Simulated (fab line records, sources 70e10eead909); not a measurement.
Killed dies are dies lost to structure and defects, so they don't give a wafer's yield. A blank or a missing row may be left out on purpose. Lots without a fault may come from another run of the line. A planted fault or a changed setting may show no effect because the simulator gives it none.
fab line records | flow nand_harc
record lots=6 wafers=18 last_day=24
route steps=1159 shown A_CONTACT@872 END@1159
lots that met no fault: from a run of the same line without faults
start_h: hours from the record's first day to the start of the lot's first wafer shown | wait_h: hours since the lot's step before | " the same as in the row above | L1.1+2: a row that stands for several wafers | - no value, or no start given | * or withheld: withheld | < > ~ a bound
route shown NAME@n: a module of which the file shows steps, and the number in the route of the first | usual: mean/standard deviation of fault-free wafers | same: alike in all rows | chamber/n: place in a boat | sites: the reading at each site | _std_site: their standard deviation | _edge_site: outer sites' mean less inner sites' | radius_mm: how far each site lies from the wafer's centre | mask NAME#n: copy n | behind: the tool/chamber that last shaped the wafer | hold: why the lot was held/for how many hours/how that ended | device: the transistor (n, p or np) that didn't switch | end of line: the same wafers' tests at the end of the route | a step without rows: its recipe alone | killed: dies lost to structure and defects at the first sort, not the wafer's yield | map: a wafer's dies, x killed, . not, _ none there
set.NAME: the setting as run; set.NAME@STEP: as run at that earlier step | model.NAME: the simulator's own value behind a step, which no gauge read
lots at some steps of the route; a table a step, a row a wafer
services: from which hour (start_h, from the record's first day; less than 0 if before it) a tool's chamber was out of use, for how many hours, and why
## steps
# step NHARC_A_CONTACT_ETCH_121
# recipe source_w=withheld pressure_mtorr=20 bias_v=3000 time_s=94 target_depth_a=9220 ar_flow_sccm=withheld c4f8_flow_sccm=withheld o2_flow_sccm=withheld chemistry=C4F8/O2/Ar
# step NHARC_A_CONTACT_ETCH_122
# recipe source_w=withheld pressure_mtorr=20 bias_v=3000 time_s=95 target_depth_a=9300 ar_flow_sccm=withheld c4f8_flow_sccm=withheld o2_flow_sccm=withheld chemistry=C4F8/O2/Ar
# usual chamber_pressure_mTorr=20.001/0.017
# columns lot.wafer tool chamber start_h wait_h chamber_pressure_mTorr rf_hours_counter_h
L379.2 har_cap_etch-03 1 387.73 0.1 19.981 85
L379.4 " 1 " " 19.993 -
L379.5 " 1 " " 20.010 -
L384.1 har_cap_etch-01 1 412.75 0.1 19.972 64
L384.4 " 1 " " 20.001 -
L384.6 " 0 " " 20.002 -
L382.2 har_cap_etch-01 0 421.11 0.1 19.987 65
L382.4 " 1 " " 20.014 -
L382.3 " 0 " " 20.000 -
L388.2 har_cap_etch-01 0 455.90 0.1 19.992 73
L388.4 " 0 " " 20.017 -
L388.3 " 1 " " 20.011 -
L391.2 har_cap_etch-03 1 456.07 0.1 20.016 97
L391.4 " 0 " " 20.011 -
L391.5 " 1 " " 19.982 -
L399.2 har_cap_etch-01 1 514.66 0.1 19.995 81
L399.4 " 1 " " 20.017 -
L399.3 " 0 " " 20.006 -
# step NHARC_A_CONTACT_ETCH_123
# recipe source_w=withheld pressure_mtorr=20 bias_v=400 time_s=253 target_depth_a=10900 ar_flow_sccm=withheld c4f8_flow_sccm=11.5 o2_flow_sccm=7.2 chemistry=C4F8/O2/Ar
# step NHARC_A_CONTACT_ETCH_90
# recipe target_depth_a=400 over_etch_frac=0.5 time_s=85.7 ion_energy_ev=120 ch3f_flow_sccm=50 o2_flow_sccm=30 ar_flow_sccm=200 rf_w=500 bias_w=100 chemistry=CH3F/O2
# usual chamber_pressure_mTorr=25.000/0.023 drypump_motor_current_A=5.6/0.35 oes_product_au=0.96/0.036 rf_vpp_V=244.8/1.1 showerhead_plenum_p_Torr=2.48/0.058 throttle_valve_pct=20.661/0.0093
# same over_etch_frac=0.5
# columns lot.wafer tool chamber start_h wait_h chamber_pressure_mTorr drypump_motor_current_A oes_product_au rf_hours_counter_h rf_vpp_V showerhead_plenum_p_Torr throttle_valve_pct
L379.4 rie_diel-02 0 388.43 0.4 24.988 5.4 0.93 10 244.3 2.46 20.655
L379.2 " 1 " " 24.993 5.5 0.93 11 245.3 2.56 20.666
L379.5 " 0 " " 25.012 5.4 0.92 - 244.3 2.46 20.673
L384.1 rie_diel-02 1 413.44 0.5 24.983 5.5 1.00 16 244.5 2.56 20.651
L384.6 " 3 " " 24.988 5.1 0.99 - 245.4 2.51 20.660
L384.4 " 2 " " 24.991 6.1 0.99 - 242.4 2.40 20.660
L382.2 rie_diel-02 3 421.78 0.5 24.971 5.1 0.99 18 244.3 2.51 20.666
L382.3 " 0 " " 25.017 5.5 1.00 14 246.0 2.45 20.671
L382.4 " 2 " " 24.952 6.2 1.00 13 243.7 2.40 20.645
L388.3 rie_diel-02 3 456.60 0.4 24.998 5.1 0.99 25 245.1 2.51 20.649
L388.2 " 0 " " 25.030 5.4 1.00 21 245.0 2.45 20.645
L388.4 " 1 " " 24.975 5.5 0.99 24 245.1 2.55 20.687
L391.2 rie_diel-02 3 456.75 0.5 24.990 5.1 0.92 25 246.0 2.51 20.666
L391.4 " 1 " " 25.002 5.5 0.93 24 245.4 2.55 20.646
L391.5 " 3 " " 24.984 5.1 0.91 - 245.9 2.51 20.671
L399.3 rie_diel-02 0 515.46 0.4 25.003 5.5 1.00 0 243.3 2.45 20.662
L399.4 " 1 " " 25.002 5.5 1.00 0 247.4 2.55 20.648
L399.2 " 2 " " 24.974 6.2 1.00 0 244.0 2.40 20.649
# step NHARC_A_CONTACT_ETCH_96
# recipe target_depth_a=200 over_etch_frac=0.5 time_s=10 ion_energy_ev=250 c4f6_flow_sccm=25 o2_flow_sccm=20 ar_flow_sccm=500 rf_w=600 bias_w=500 chemistry=C4F6/O2
# step NHARC_A_CONTACT_CD_MEAS_53
# usual cd_nm=190.0/0.58
# columns lot.wafer tool chamber start_h wait_h cd_nm
L379.2 cd_sem-01 - 388.64 - 189.7
L379.4 " - " " 189.8
L379.5 " - " " 190.1
L384.1 cd_sem-02 - 413.72 - 189.7
L384.4 " - " " 189.8
L384.6 " - " " 189.5
L382.2 cd_sem-01 - 422.06 - 189.7
L382.3 " - " " 189.5
L382.4 " - " " 190.0
L388.2 cd_sem-03 - 456.82 - 190.4
L388.3 " - " " 189.5
L388.4 " - " " 189.3
L391.2 cd_sem-01 - 456.98 - 190.8
L391.4 " - " " 191.0
L391.5 " - " " 190.2
L399.2 cd_sem-01 - 515.68 - 190.1
L399.3 " - " " 190.9
L399.4 " - " " 190.3
# step NHARC_A_CONTACT_STRIP_99
# recipe n2_flow_sccm=150 h2_flow_sccm=150 ar_flow_sccm=0 bias_w=0 chemistry=N2/H2
# step NHARC_A_CONTACT_STRIP_100
# recipe cf4_flow_sccm=100 chf3_flow_sccm=30 ar_flow_sccm=0 bias_w=0 chemistry=CF4/CHF3
# step NHARC_A_CONTACT_STRIP_101
# recipe o2_flow_sccm=400 cos_flow_sccm=20 ar_flow_sccm=0 bias_w=0 chemistry=O2/COS
# step NHARC_A_CONTACT_ETCH_102
# recipe target_depth_a=700 overetch_a=70 time_s=38.5 ion_energy_ev=100 cf4_flow_sccm=80 o2_flow_sccm=20 ar_flow_sccm=0 rf_w=300 bias_w=100 chemistry=CF4/O2
# usual chamber_pressure_mTorr=30.001/0.026 drypump_motor_current_A=5.6/0.36 oes_product_au=1.000/0.01 rf_vpp_V=198.2/1 showerhead_plenum_p_Torr=1.35/0.034 throttle_valve_pct=13.397/0.0091
# columns lot.wafer tool chamber start_h wait_h chamber_pressure_mTorr drypump_motor_current_A oes_product_au rf_hours_counter_h rf_vpp_V showerhead_plenum_p_Torr throttle_valve_pct
L379.2 rie_diel-02 3 389.14 0.1 29.987 5.1 0.999 12 199.6 1.36 13.387
L379.4 " 1 " " 30.004 5.5 1.002 11 198.1 1.39 13.404
L379.5 " 3 " " 30.046 5.2 1.001 - 197.3 1.36 13.385
L384.1 rie_diel-02 1 414.05 0.1 29.986 5.5 0.995 16 199.4 1.39 13.386
L384.4 " 2 " " 29.980 6.2 0.998 - 197.3 1.30 13.396
L384.6 " 3 " " 30.014 5.1 0.995 - 198.3 1.36 13.393
L382.2 rie_diel-08 2 422.35 0.1 30.015 5.5 0.997 36 197.3 1.40 13.406
L382.4 " 0 " " 30.008 5.2 1.005 46 198.3 1.30 13.398
L382.3 " 1 " " 30.004 5.7 0.996 40 197.5 1.40 13.403
L388.3 rie_diel-02 2 457.29 0.1 29.990 6.1 1.011 20 197.5 1.30 13.400
L388.2 " 3 " " 30.022 5.1 0.997 25 198.5 1.36 13.402
L388.4 " 0 " " 30.012 5.5 0.998 21 197.8 1.33 13.378
L391.4 rie_diel-08 0 458.15 0.6 29.990 5.2 1.016 57 198.4 1.30 13.419
L391.2 " 1 " " 30.016 5.7 1.008 53 199.0 1.40 13.384
L391.5 " 3 " " 30.002 6.2 1.007 - 198.0 1.37 13.409
L399.2 rie_diel-02 0 516.00 0.1 30.012 5.5 0.983 0 197.0 1.33 13.402
L399.3 " 1 " " 29.996 5.5 0.991 0 198.6 1.39 13.399
L399.4 " 2 " " 29.936 6.2 0.998 0 197.2 1.30 13.389
# step NHARC_A_CONTACT_STRIP_55
# recipe o2_flow_sccm=500 ar_flow_sccm=0 bias_w=0 chemistry=O2
# step NHARC_A_CONTACT_STRIP_56
# recipe time_s=600 temp_c=30 chemistry=post_etch_residue_remover
# step NHARC_A_CONTACT_DEP_57
# recipe target_thk_a=28000 temp_c=400 material=aC
# usual susceptor_temp_C=399.98/0.18 throttle_valve_pct=35.000/0.0091
# columns lot.wafer tool chamber start_h wait_h susceptor_temp_C throttle_valve_pct
L379.2 acl_dep-02 0 390.09 - 400.15 34.996
L379.4 " 0 " " 400.18 35.002
L379.5 " 0 " " 399.97 34.998
L384.1 acl_dep-02 0 418.32 - - 34.992
L384.4 " 0 " " - 34.985
L384.6 " 0 " " - 35.004
L382.2 acl_dep-02 0 424.44 - - 34.989
L382.3 " 0 " " - 35.004
L382.4 " 0 " " - 34.990
L388.2 acl_dep-02 0 461.69 - 399.69 35.001
L388.3 " 0 " " 399.78 34.991
L388.4 " 0 " " 400.02 34.993
L391.2 acl_dep-02 0 463.41 - 400.12 34.982
L391.4 " 0 " " 399.99 35.003
L391.5 " 0 " " 400.05 35.014
L399.2 acl_dep-01 0 519.43 - 399.99 35.007
L399.3 " 0 " " 400.24 35.000
L399.4 " 0 " " 399.69 35.011
# step NHARC_A_CONTACT_DEP_58
# recipe target_thk_a=600 target_thk_nm=60 temp_c=400 pressure_torr=3.5 flow_sccm=200 rf_w=350 material=SiON
# step NHARC_A_CONTACT_DEHYDRATE_59
# recipe temp_c=150 time_s=120
# step NHARC_A_CONTACT_HMDS_60
# recipe time_s=30
# step NHARC_A_CONTACT_COAT_61
# recipe temp_c=260 time_s=75
# step NHARC_A_CONTACT_COAT_62
# recipe temp_c=225 time_s=65
# step NHARC_A_CONTACT_COAT_63
# recipe spin_rpm=1500 resist_thk_nm=90
# step NHARC_A_CONTACT_SOFTBAKE_64
# recipe temp_c=105 time_s=55
# step NHARC_A_CONTACT_EBR_65
# step NHARC_A_CONTACT_EXPOSE_66
# recipe na=1.35 sigma_outer=0.8 dose_mj=59.02 mask_id=A_CC_2
# step NHARC_A_CONTACT_PEB_67
# recipe peb_temp_c=100 peb_time_s=65
# step NHARC_A_CONTACT_DEVELOP_68
# recipe develop_time_s=35 dev_temp_c=23
# step NHARC_A_CONTACT_CD_MEAS_69
# recipe target_cd_nm=200 landing_energy_ev=500
# usual cd_nm=200.2/0.48
# columns lot.wafer tool chamber start_h wait_h cd_nm
L379.2 cd_sem-03 0 392.16 - 200.6
L379.4 " 0 " " 199.9
L379.5 " 0 " " 200.3
L384.1 cd_sem-03 0 420.94 - 200.5
L384.4 " 0 " " 200.9
L384.6 " 0 " " 200.2
L382.2 cd_sem-03 0 426.61 - 200.5
L382.3 " 0 " " 201.0
L382.4 " 0 " " 199.8
L388.2 cd_sem-01 0 463.74 - 200.2
L388.3 " 0 " " 200.4
L388.4 " 0 " " 200.1
L391.2 cd_sem-03 0 465.48 - 199.7
L391.4 " 0 " " 199.9
L391.5 " 0 " " 200.1
L399.2 cd_sem-03 0 521.63 - 200.0
L399.3 " 0 " " 200.0
L399.4 " 0 " " 200.7
# step NHARC_A_CONTACT_OVL_MEAS_70
# usual overlay_x_nm=0.1/0.9 overlay_y_nm=0.3/0.79
# columns lot.wafer tool chamber start_h wait_h overlay_x_nm overlay_y_nm
L379.2 overlay-02 - 392.24 - -0.4 -0.8
L379.4 " - " " 0.3 -0.5
L379.5 " - " " 0.1 -0.5
L384.1 overlay-01 - 421.03 - -0.2 -0.3
L384.4 " - " " -0.4 -0.3
L384.6 " - " " -0.1 -0.4
L382.2 overlay-02 - 426.69 - 1.2 1.3
L382.3 " - " " 1.2 1.3
L382.4 " - " " 1.3 1.6
L388.2 overlay-02 - 463.82 - -0.5 -0.1
L388.3 " - " " -0.3 0.8
L388.4 " - " " -0.3 0.2
L391.2 overlay-01 - 465.57 - 0.0 -0.6
L391.4 " - " " 0.1 -0.8
L391.5 " - " " -0.1 -0.5
L399.2 overlay-01 - 521.72 - -0.2 1.3
L399.3 " - " " 0.8 0.9
L399.4 " - " " 0.0 1.2
# step NHARC_A_CONTACT_INSPECT_71
# usual raw_defect_count=27/10
# columns lot.wafer tool chamber start_h wait_h raw_defect_count
L379.2 defect_inspect-01 - 392.28 0.0 37
L379.4 " - " " 34
L379.5 " - " " 25
L384.1 defect_inspect-02 - 421.07 0.0 14
L384.4 " - " " 20
L384.6 " - " " 20
L382.2 defect_inspect-01 - 426.73 0.0 24
L382.3 " - " " 24
L382.4 " - " " 30
L388.2 defect_inspect-02 - 463.86 0.0 31
L388.3 " - " " 25
L388.4 " - " " 30
L391.2 defect_inspect-01 - 465.61 0.0 40
L391.4 " - " " 25
L391.5 " - " " 36
L399.2 defect_inspect-01 - 521.76 0.0 41
L399.3 " - " " 33
L399.4 " - " " 39
# step NHARC_A_CONTACT_DESCUM_74
# recipe time_s=3 o2_flow_sccm=200 ar_flow_sccm=0 bias_power_w=0 chemistry=O2
# step NHARC_A_CONTACT_ETCH_75
# recipe target_depth_a=390 over_etch_frac=0.3 time_s=65 ion_energy_ev=80 cf4_flow_sccm=150 ar_flow_sccm=0 rf_w=300 bias_w=100 chemistry=CF4
# step NHARC_A_CONTACT_ETCH_76
# recipe target_depth_a=2600 over_etch_frac=0.3 time_s=475.3 ion_energy_ev=200 n2_flow_sccm=150 h2_flow_sccm=150 ar_flow_sccm=0 rf_w=400 bias_w=150 chemistry=N2/H2
# step NHARC_A_CONTACT_ETCH_77
# recipe target_depth_a=726 time_s=36.3 cf4_flow_sccm=100 chf3_flow_sccm=30 ar_flow_sccm=0 rf_w=500 bias_w=200 chemistry=CF4/CHF3
# usual chamber_pressure_mTorr=24.996/0.025 drypump_motor_current_A=5.6/0.35 oes_product_au=0.935/0.019 rf_vpp_V=371.2/1.5 showerhead_plenum_p_Torr=1.59/0.038 throttle_valve_pct=16.804/0.0091
# columns lot.wafer tool chamber start_h wait_h chamber_pressure_mTorr drypump_motor_current_A oes_product_au rf_hours_counter_h rf_vpp_V showerhead_plenum_p_Torr throttle_valve_pct
L379.2 rie_diel-08 1 - - 25.034 5.7 0.931 30 373.8 1.65 16.793
L379.4 " 2 " " 25.009 5.5 0.960 28 372.6 1.64 16.813
L379.5 " 3 " " 25.043 6.2 0.928 - 372.7 1.62 16.814
L384.1 rie_diel-08 0 - - 24.992 5.2 0.936 45 369.0 1.54 16.803
L384.4 " 2 " " 24.981 5.5 0.916 36 372.1 1.64 16.801
L384.6 " 3 " " 24.992 6.1 0.928 - 371.0 1.62 16.784
L382.2 rie_diel-08 3 - - 25.021 6.2 0.932 43 370.9 1.62 16.788
L382.4 " 0 " " 24.950 5.2 0.942 46 370.4 1.53 16.818
L382.3 " 1 " " 25.000 5.7 0.931 41 373.4 1.65 16.801
L388.4 rie_diel-04 3 - - 24.997 5.7 0.933 62 369.1 1.55 16.810
L388.2 " 0 " " 24.973 5.5 0.911 67 370.3 1.58 16.800
L388.3 " 1 " " 24.973 5.6 0.925 62 371.9 1.60 16.802
L391.4 rie_diel-02 2 466.21 - 25.020 6.1 0.930 20 368.8 1.53 16.807
L391.2 " 1 " " 24.984 5.5 0.932 25 372.3 1.63 16.812
L391.5 " 3 " " 24.988 5.2 0.931 - 372.1 1.60 16.805
L399.2 rie_diel-08 2 - - 24.970 5.5 0.923 14 372.4 1.63 16.803
L399.4 " 3 " " 25.029 6.2 0.919 14 372.4 1.61 16.804
L399.3 " 1 " " 24.979 5.7 0.924 13 373.1 1.64 16.803
# step NHARC_A_CONTACT_ETCH_78
# recipe target_depth_a=28000 over_etch_frac=0.3 time_s=728 ion_energy_ev=150 o2_flow_sccm=400 cos_flow_sccm=20 ar_flow_sccm=0 rf_w=500 bias_w=300 chemistry=O2/COS
# step NHARC_A_CONTACT_ETCH_124
# recipe source_w=withheld pressure_mtorr=20 bias_v=withheld time_s=140 target_depth_a=7000 ar_flow_sccm=withheld c4f8_flow_sccm=withheld o2_flow_sccm=withheld chemistry=C4F8/O2/Ar
# step NHARC_A_CONTACT_ETCH_125
# recipe source_w=withheld pressure_mtorr=20 bias_v=1200 time_s=155 target_depth_a=9560 ar_flow_sccm=withheld c4f8_flow_sccm=withheld o2_flow_sccm=withheld chemistry=C4F8/O2/Ar
# step NHARC_A_CONTACT_ETCH_126
# recipe source_w=withheld pressure_mtorr=20 bias_v=1200 time_s=155 target_depth_a=9560 ar_flow_sccm=withheld c4f8_flow_sccm=withheld o2_flow_sccm=withheld chemistry=C4F8/O2/Ar
# step NHARC_A_CONTACT_ETCH_127
# recipe source_w=withheld pressure_mtorr=20 bias_v=1200 time_s=155 target_depth_a=9560 ar_flow_sccm=withheld c4f8_flow_sccm=withheld o2_flow_sccm=withheld chemistry=C4F8/O2/Ar
# step NHARC_A_CONTACT_ETCH_128
# recipe source_w=withheld pressure_mtorr=20 bias_v=1200 time_s=155 target_depth_a=9560 ar_flow_sccm=withheld c4f8_flow_sccm=withheld o2_flow_sccm=withheld chemistry=C4F8/O2/Ar
# step NHARC_A_CONTACT_ETCH_129
# recipe source_w=withheld pressure_mtorr=20 bias_v=1200 time_s=155 target_depth_a=9560 ar_flow_sccm=withheld c4f8_flow_sccm=withheld o2_flow_sccm=withheld chemistry=C4F8/O2/Ar
# step NHARC_A_CONTACT_ETCH_130
# recipe source_w=withheld pressure_mtorr=20 bias_v=1200 time_s=155 target_depth_a=9560 ar_flow_sccm=withheld c4f8_flow_sccm=withheld o2_flow_sccm=withheld chemistry=C4F8/O2/Ar
# step NHARC_A_CONTACT_ETCH_131
# recipe source_w=withheld pressure_mtorr=20 bias_v=1200 time_s=155 target_depth_a=9560 ar_flow_sccm=withheld c4f8_flow_sccm=withheld o2_flow_sccm=withheld chemistry=C4F8/O2/Ar
# step NHARC_A_CONTACT_ETCH_132
# recipe source_w=withheld pressure_mtorr=20 bias_v=1200 time_s=156 target_depth_a=9580 ar_flow_sccm=withheld c4f8_flow_sccm=withheld o2_flow_sccm=withheld chemistry=C4F8/O2/Ar
# step NHARC_A_CONTACT_ETCH_133
# recipe source_w=withheld pressure_mtorr=20 bias_v=400 time_s=195 target_depth_a=8400 ar_flow_sccm=withheld c4f8_flow_sccm=11.5 o2_flow_sccm=7.2 chemistry=C4F8/O2/Ar
# usual chamber_pressure_mTorr=19.997/0.017
# columns lot.wafer tool chamber start_h wait_h chamber_pressure_mTorr rf_hours_counter_h
L379.2 har_cap_etch-01 0 394.85 0.1 20.021 62
L379.4 " 0 " " 20.003 -
L379.5 " 1 " " 20.011 -
L384.1 har_cap_etch-02 1 423.64 0.1 20.002 20
L384.4 " 1 " " 19.999 -
L384.6 " 0 " " 19.986 -
L382.2 har_cap_etch-03 0 429.69 0.2 19.993 92
L382.3 " 0 " " 20.014 -
L382.4 " 1 " " 20.019 -
L388.2 har_cap_etch-03 1 466.50 0.1 20.005 99
L388.3 " 0 " " 20.013 -
L388.4 " 1 " " 20.008 -
L391.2 har_cap_etch-02 1 468.14 0.1 20.013 28
L391.4 " 1 " " 20.016 -
L391.5 " 1 " " 20.018 -
L399.2 har_cap_etch-03 0 524.63 0.1 19.983 109
L399.4 " 0 " " 19.990 -
L399.3 " 1 " " 20.027 -
# step NHARC_END_SORT_01
# recipe temp_c=25
# usual killed_at_array=28/8.6 killed_at_other=0.7/1.2 killed_at_periphery=3.1/2.3 killed_dies=32/8.7 killed_open=3.2/1.7 killed_short=2.0/1.5
# same gross_dies=677
# columns lot.wafer tool chamber start_h wait_h killed_at_array killed_at_other killed_at_periphery killed_dies killed_open killed_short
L391.2 prober-01 0 530.80 2.8 673 1 3 677 2 0
L391.4 prober-01 0 532.37 3.3 675 0 2 677 5 2
L391.5 prober-01 0 533.15 3.6 674 1 2 677 1 1
L388.2 prober-02 0 530.84 2.8 675 0 2 677 3 3
L388.3 prober-02 0 531.64 3.1 671 0 6 677 3 3
L388.4 prober-02 0 532.44 3.4 674 1 2 677 7 4
# killed by level:class
L391.2 A_CONTACT:area_dep=644 A_CHANNEL_HOLE_D1:chamber_film_flake=25 P_CONTACT:chamber_film_flake=2 A_CONTACT:chamber_film_flake=2 P_CONTACT:geometric_particle:open=1 A_CONTACT:geometric_particle:open=1 A_STAIRCASE:chamber_film_flake=1 THIN_TSV:chamber_film_flake=1
L388.2 A_CONTACT:area_dep=634 A_SLIT:chamber_film_flake=18 A_CONTACT:chamber_film_flake=11 A_CHANNEL_HOLE_D1:chamber_film_flake=3 A_STAIRCASE:chamber_film_flake=3 P_M1:geometric_particle:short=1 A_ONON_D1:geometric_particle:open=1 A_CHANNEL_HOLE_D1:geometric_particle:open=1
L388.3 A_CONTACT:area_dep=639 A_SLIT:chamber_film_flake=16 A_CONTACT:chamber_film_flake=6 P_BONDPAD:chamber_film_flake=3 A_CHANNEL_HOLE_D1:chamber_film_flake=3 P_M1:geometric_particle:open=1 P_M1:geometric_particle:short=1 A_CHANNEL_FILL_D1:geometric_particle:short=1
L391.4 A_CONTACT:area_dep=643 A_CHANNEL_HOLE_D1:chamber_film_flake=16 A_CONTACT:chamber_film_flake=7 A_STAIRCASE:chamber_film_flake=2 P_GATE:geometric_particle:open=1 A_SOURCE_PLATE:geometric_particle:open=1 A_ONON_D1:geometric_particle:short=1 A_CONTACT:geometric_particle:open=1
L388.4 A_CONTACT:area_dep=637 A_SLIT:chamber_film_flake=16 A_CHANNEL_HOLE_D1:chamber_film_flake=6 A_CONTACT:chamber_film_flake=5 A_WL_FILL:geometric_particle:open=3 A_WL_FILL:chamber_film_flake=2 P_CONTACT:geometric_particle:open=1 P_M0:geometric_particle:open=1
L391.5 A_CONTACT:area_dep=645 A_CHANNEL_HOLE_D1:chamber_film_flake=19 A_CONTACT:chamber_film_flake=7 A_STAIRCASE:chamber_film_flake=2 P_GATE:geometric_particle:open=1 A_CHANNEL_FILL_D1:geometric_particle:short=1 P_CONTACT:chamber_film_flake=1 THIN_TSV:chamber_film_flake=1
# map L388.2 (x killed, . not)
____________x____________
_________xxxxxxx_________
_______xxxxxxxxxxx_______
______xxxxxxxxxxxxx______
_____xxxxxxxxxxxxxxx_____
____xxxxxxxxxxxxxxxxx____
____xxxxxxxxxxxxxxxxx____
___xxxxxxxxxxxxxxxxxxx___
___xxxxxxxxxxxxxxxxxxx___
__xxxxxxxxxxxxxxxxxxxxx__
__xxxxxxxxxxxxxxxxxxxxx__
_xxxxxxxxxxxxxxxxxxxxxxx_
_xxxxxxxxxxxxxxxxxxxxxxx_
_xxxxxxxxxxxxxxxxxxxxxxx_
_xxxxxxxxxxxxxxxxxxxxxxx_
_xxxxxxxxxxxxxxxxxxxxxxx_
xxxxxxxxxxxxxxxxxxxxxxxxx
xxxxxxxxxxxxxxxxxxxxxxxxx
xxxxxxxxxxxxxxxxxxxxxxxxx
xxxxxxxxxxxxxxxxxxxxxxxxx
xxxxxxxxxxxxxxxxxxxxxxxxx
_xxxxxxxxxxxxxxxxxxxxxxx_
_xxxxxxxxxxxxxxxxxxxxxxx_
_xxxxxxxxxxxxxxxxxxxxxxx_
_xxxxxxxxxxxxxxxxxxxxxxx_
_xxxxxxxxxxxxxxxxxxxxxxx_
__xxxxxxxxxxxxxxxxxxxxx__
__xxxxxxxxxxxxxxxxxxxxx__
___xxxxxxxxxxxxxxxxxxx___
___xxxxxxxxxxxxxxxxxxx___
____xxxxxxxxxxxxxxxxx____
____xxxxxxxxxxxxxxxxx____
_____xxxxxxxxxxxxxxx_____
______xxxxxxxxxxxxx______
_______xxxxxxxxxxx_______
_________xxxxxxx_________
____________x____________
# map L391.2 (x killed, . not)
____________x____________
_________xxxxxxx_________
_______xxxxxxxxxxx_______
______xxxxxxxxxxxxx______
_____xxxxxxxxxxxxxxx_____
____xxxxxxxxxxxxxxxxx____
____xxxxxxxxxxxxxxxxx____
___xxxxxxxxxxxxxxxxxxx___
___xxxxxxxxxxxxxxxxxxx___
__xxxxxxxxxxxxxxxxxxxxx__
__xxxxxxxxxxxxxxxxxxxxx__
_xxxxxxxxxxxxxxxxxxxxxxx_
_xxxxxxxxxxxxxxxxxxxxxxx_
_xxxxxxxxxxxxxxxxxxxxxxx_
_xxxxxxxxxxxxxxxxxxxxxxx_
_xxxxxxxxxxxxxxxxxxxxxxx_
xxxxxxxxxxxxxxxxxxxxxxxxx
xxxxxxxxxxxxxxxxxxxxxxxxx
xxxxxxxxxxxxxxxxxxxxxxxxx
xxxxxxxxxxxxxxxxxxxxxxxxx
xxxxxxxxxxxxxxxxxxxxxxxxx
_xxxxxxxxxxxxxxxxxxxxxxx_
_xxxxxxxxxxxxxxxxxxxxxxx_
_xxxxxxxxxxxxxxxxxxxxxxx_
_xxxxxxxxxxxxxxxxxxxxxxx_
_xxxxxxxxxxxxxxxxxxxxxxx_
__xxxxxxxxxxxxxxxxxxxxx__
__xxxxxxxxxxxxxxxxxxxxx__
___xxxxxxxxxxxxxxxxxxx___
___xxxxxxxxxxxxxxxxxxx___
____xxxxxxxxxxxxxxxxx____
____xxxxxxxxxxxxxxxxx____
_____xxxxxxxxxxxxxxx_____
______xxxxxxxxxxxxx______
_______xxxxxxxxxxx_______
_________xxxxxxx_________
____________x____________
## services
# columns tool chamber start_h hours kind
rie_diel-02 0 385.86 - clean
rie_diel-02 1 385.86 - clean
rie_diel-02 2 385.86 - clean
rie_diel-02 3 385.86 - clean
rie_diel-02 2 399.59 5.1 repair
rie_diel-02 0 410.79 - clean
rie_diel-02 1 410.79 - clean
rie_diel-02 2 410.79 - clean
rie_diel-02 3 410.79 - clean
rie_diel-08 - 412.46 2.5 repair
rie_diel-02 0 435.29 - clean
rie_diel-02 1 435.29 - clean
rie_diel-02 2 435.29 - clean
rie_diel-02 3 435.29 - clean
rie_diel-02 2 459.83 4.2 repair
rie_diel-02 1 462.89 1.5 repair
rie_diel-04 - 466.05 9.0 pm
rie_diel-02 2 475.63 6.5 repair
rie_diel-04 - 476.57 1.2 repair
acl_dep-01 - 478.76 13.0 pm
rie_diel-08 - 478.86 9.0 pm
rie_diel-02 - 504.83 9.0 pm
rie_diel-04 2 516.64 13.8 repair
rie_diel-08 3 523.50 2.9 repair
## key
first_sign step=NHARC_END_SORT_01 reading=killed_at_array direction=up sigmas=75 usual=28 struck=674
effect step=NHARC_END_SORT_01 reading=killed_dies direction=up sigmas=74 usual=32 struck=677
more_kills_born_at NHARC_A_CONTACT_DEP_57@acl_dep-02=3842
met_at NHARC_A_CONTACT_DEP_57
struck_wafers L388.2,L388.3,L388.4,L391.2,L391.4,L391.5
later_rows_left_out L388.2,L388.3,L388.4,L391.2,L391.4,L391.5
tester_left_out L388,L391
onset_between 424.44 461.69
fault kind=process_parameter_drift tool=acl_dep-02 chamber=0 onset_h=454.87 steps=NHARC_A_CONTACT_DEP_57 channel=target_thk_a offset=* shape=step end_h=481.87 acts_in=* stated=*
# tester_left_out: of these lots the tester's yield and bins aren't shown, on N5 and GAA mostly nor the transistor test; their killed dies are dies lost to structure and defects alone, not to doping, threshold or leakage, so they don't give the yield
# later_rows_left_out: the simulator's readings of these wafers behind a module that went badly wrong aren't trusted and aren't shown, but for the sort
